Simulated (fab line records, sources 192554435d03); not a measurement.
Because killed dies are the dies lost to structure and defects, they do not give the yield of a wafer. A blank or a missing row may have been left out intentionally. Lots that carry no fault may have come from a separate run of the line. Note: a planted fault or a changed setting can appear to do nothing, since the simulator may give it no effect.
8D (eight disciplines) problem report, filled in by code | flow n5_finfet | the parts of the form that need people (team, actions taken, sign-off) are left out

== 1. WHAT IS WRONG ==
killed_at_M0_to_M3 at N5_PASSIVATION_PROBE_49 reads a mean of 110 on 3 wafers of 2 lots; wafers without a fault read 34 with a standard deviation of 10. Measured from the usual mean, that is +7.6 standard deviations.
Seen first at day 13 18:36 on prober-02, wafer L915.2. Wafers with a number at this step in the record: 6, from 2 lots. By rule, "out" or "out of limits" means more than 4 standard deviations away from the usual mean. The rest of the wafers with a number are treated as sound.

== 2. WHAT IT IS; WHAT IT IS NOT ==
question                    | is                     | is not
which readings at this step | killed_at_M0_to_M3     | killed_at_M4_up, killed_at_contacts, killed_at_front_end, killed_at_other, killed_open, killed_short, sort_bin_6_memory
which lots                  | L915, L918             | -
which wafers of those lots  | L915.2, L915.5, L918.1 | L915.4, L918.4, L918.5
read on which tools         | prober-02              | -
when                        | from day 13 18:36      | up to then (0 sound wafers); but 3 sound wafers of L915, L918 came after

== 3. WHAT RULES OUT EACH SUSPECT ==
Counting: any tool at a process step up to the reading remains a suspect provided it ran every lot that is out. Sound lots after the first of them don't rule it out here, since some wafers of a struck lot are sound.
- cvd_co-02 at N5_BEOL_M1_CVD_47 (deposits Co from CCTBA/H2, target thk 3 nm, time 223.8 s): kept. It ran every lot that is out, first L915 (day 7 14:29).
- rie_diel-02 at N5_PASSIVATION_VIA_ETCH_13 (etches SiO2 in CHF3/O2, target depth 660 nm, time 330 s): kept. It ran every lot that is out, first L915 (day 13 09:31).
- prober-02 at N5_PASSIVATION_PROBE_49: kept. It ran every lot that is out, first L915 (day 13 18:36). On those wafers its own readings are out: killed_at_M0_to_M3.
After the count, these remain: cvd_co-02 at N5_BEOL_M1_CVD_47, rie_diel-02 at N5_PASSIVATION_VIA_ETCH_13 and prober-02 at N5_PASSIVATION_PROBE_49.

== 4. THE CAUSE (what the simulator had put in) ==
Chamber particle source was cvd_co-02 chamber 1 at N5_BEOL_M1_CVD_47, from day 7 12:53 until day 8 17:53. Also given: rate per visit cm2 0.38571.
This tool is one of the 3 suspects left after counting.

== 5. SEQUENCE OF EFFECTS, ordered by route ==
One row per reading whose mean, taken over the struck wafers that have a number, lies over 3 standard deviations from the usual. Only readings for which the record gives a usual standard deviation are gone through. hours: the time from each lot's start at the first step in this table that gives one to its start at this step, as a median over the lots. sigmas: the change in usual standard deviations.
hours | step                    | reading              | usual  | on struck wafers | change | sigmas
0     | N5_PASSIVATION_PROBE_49 | defect_limited_yield | 91.4 % | 85.0             | -6.4   | -4.2
0     | N5_PASSIVATION_PROBE_49 | killed_at_M0_to_M3   | 34     | 110              | +76    | +7.6
0     | N5_PASSIVATION_PROBE_49 | killed_dies          | 101    | 177              | +76    | +4.2
0     | N5_PASSIVATION_PROBE_49 | killed_on_rim        | 14     | 29               | +15    | +3.3
0     | N5_PASSIVATION_PROBE_49 | sort_bin_5_function  | 5.0 %  | 9.5              | +4.5   | +4.6
0     | N5_PASSIVATION_PROBE_49 | sort_n_pass          | 1079   | 1003             | -76    | -4.2
0     | N5_PASSIVATION_PROBE_49 | sort_yield_pct       | 91.4 % | 85.0             | -6.4   | -4.2
Its process steps:
- N5_PASSIVATION_PROBE_49

== 6. HOW IT WOULD HAVE BEEN CAUGHT EARLIER ==
First out-of-limits reading in this record: day 13 18:36, which is 150 hours after fault onset at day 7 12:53.
Lots out: 2; all had begun N5_BEOL_M1_CVD_47 on cvd_co-02 by day 13 18:36. A hold on the tool at that time would have spared none of them.
